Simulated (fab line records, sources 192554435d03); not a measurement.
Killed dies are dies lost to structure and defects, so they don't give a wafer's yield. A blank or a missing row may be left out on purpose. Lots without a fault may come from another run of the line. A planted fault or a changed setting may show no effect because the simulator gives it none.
Chamber matching | flow n5_finfet | N5_BEOL_M11_PECVD_70 on pecvd-04: 3 sister chambers
The step deposits SiO2 from TEOS/O2, target thk 20 nm, time 22.7 s. 22 wafers are shown with their chamber, then 11 later ones without.

WAFERS WITH THEIR CHAMBER
wafer  | chamber | throttle_valve_pct (%) | showerhead_plenum_p_Torr (Torr) | heater_power_w (W)
L076.1 | 0       | 25.2                   | 8.67                            | 643
L076.4 | 1       | 21.9                   | 8.91                            | 790
L076.6 | 2       | 22.0                   | 8.72                            | 588
L079.2 | 2       | 21.9                   | 8.71                            | 653
L079.4 | 1       | 22.2                   | 8.90                            | 796
L079.6 | 0       | 25.4                   | 8.69                            | 690
L082.1 | 0       | 25.0                   | 8.72                            | 618
L082.4 | 0       | 25.3                   | 8.72                            | 617
L082.5 | 2       | 21.7                   | 8.70                            | 629
L083.1 | 1       | 21.7                   | 8.94                            | 721
L083.4 | 0       | 25.4                   | 8.70                            | 596
L083.5 | 1       | 22.0                   | 8.92                            | 698
L084.1 | 1       | 22.3                   | 8.94                            | 765
L084.2 | 2       | 21.9                   | 8.70                            | 620
L084.5 | 0       | 25.2                   | 8.71                            | 682
L087.1 | 0       | 25.3                   | 8.72                            | 723
L087.4 | 2       | 22.3                   | 8.70                            | 598
L087.6 | 0       | 25.5                   | 8.73                            | 699
L086.3 | 2       | 22.0                   | 8.71                            | 650
L086.4 | 0       | 25.5                   | 8.71                            | 642
L086.6 | 2       | 22.0                   | 8.71                            | 668
L089.2 | 1       | 22.3                   | 8.93                            | 757

SIGNATURES (means of the wafers above)
reading                  | chamber 0 | chamber 1 | chamber 2 | scatter within a chamber
throttle_valve_pct       | 25.311    | 22.067    | 21.971    | 0.191
showerhead_plenum_p_Torr | 8.7078    | 8.9233    | 8.7071    | 0.0153
heater_power_w           | 656.67    | 754.50    | 629.43    | 38.2
Rule: a wafer's distance from a chamber is the root of the sum, over the readings, of the square of ((its reading less the chamber's mean) divided by the reading's scatter). The wafer belongs to the nearest chamber; if the next one is less than 2 further off, it can't be placed. The scatter: the root of (the sum of the squares of (reading less its chamber's mean) over the shown wafers, divided by (wafers less chambers)).

WAFERS WITHOUT THEIR CHAMBER
wafer  | throttle_valve_pct (%) | showerhead_plenum_p_Torr (Torr) | heater_power_w (W)
L089.4 | 22.1                   | 8.72                            | 571
L089.6 | 22.2                   | 8.93                            | 756
L091.1 | 25.4                   | 8.72                            | 704
L091.3 | 22.0                   | 8.92                            | 659
L091.6 | 25.5                   | 8.69                            | 695
L095.1 | 22.0                   | 8.72                            | 617
L095.3 | 22.1                   | 8.92                            | 685
L095.6 | 25.5                   | 8.71                            | 674
L094.1 | 22.3                   | 8.93                            | 771
L094.4 | 25.2                   | 8.71                            | 668
L094.5 | 22.0                   | 8.73                            | 649

WHICH CHAMBER EACH WENT THROUGH
wafer  | from the rows above | in truth
L089.4 | 2                   | 2
L089.6 | 1                   | 1
L091.1 | 0                   | 0
L091.3 | 1                   | 1
L091.6 | 0                   | 0
L095.1 | 2                   | 2
L095.3 | 1                   | 1
L095.6 | 0                   | 0
L094.1 | 1                   | 1
L094.4 | 0                   | 0
L094.5 | 2                   | 2
Placed correctly: 11 of 11. Can't be placed from these rows: 0. Placed wrongly: 0.
